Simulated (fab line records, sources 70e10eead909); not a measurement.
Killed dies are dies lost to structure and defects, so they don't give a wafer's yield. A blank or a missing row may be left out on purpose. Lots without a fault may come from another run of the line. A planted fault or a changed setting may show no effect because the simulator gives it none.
Chamber matching | flow nand_harc | NHARC_P_M0_ETCH_34 on rie_diel-11: 4 sister chambers
The step etches the open film in N2/H2, target depth 40 nm, overetch 12 nm, time 43.94 s. 4 wafers are shown with their chamber, then 7 later ones without.

WAFERS WITH THEIR CHAMBER
wafer  | chamber | showerhead_plenum_p_Torr (Torr)
L084.3 | 0       | 2.20
L084.6 | 2       | 1.87
L088.1 | 1       | 1.90
L088.4 | 3       | 2.00

WAFERS WITHOUT THEIR CHAMBER
wafer  | showerhead_plenum_p_Torr (Torr)
L088.5 | 1.90
L093.2 | 2.19
L093.3 | 2.21
L093.5 | 2.21
L097.1 | 2.18
L097.3 | 2.21
L097.4 | 1.89

WHICH CHAMBER EACH WENT THROUGH
wafer  | from the rows above     | in truth
L088.5 | 1                       | 1
L093.2 | 0                       | 0
L093.3 | 0                       | 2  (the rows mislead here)
L093.5 | 0                       | 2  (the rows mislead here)
L097.1 | 0                       | 0
L097.3 | 0                       | 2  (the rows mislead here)
L097.4 | can't be placed: 1 or 2 | 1
Placed correctly: 3 of 7. Can't be placed from these rows: 1 (the true chamber is among the candidates in 1). Placed wrongly: 3.
How it was worked out, from the rows above alone: a wafer's distance from a chamber is the root of the sum, over the readings, of the square of ((its reading less the chamber's mean) divided by the reading's scatter). The wafer belongs to the nearest chamber; if the next one is less than 2 further off, it can't be placed. A chamber's mean is the mean of its shown wafers. The scatter: with one shown wafer a chamber, the root of the mean of the squares of how far each hidden wafer lies from its nearest shown one.
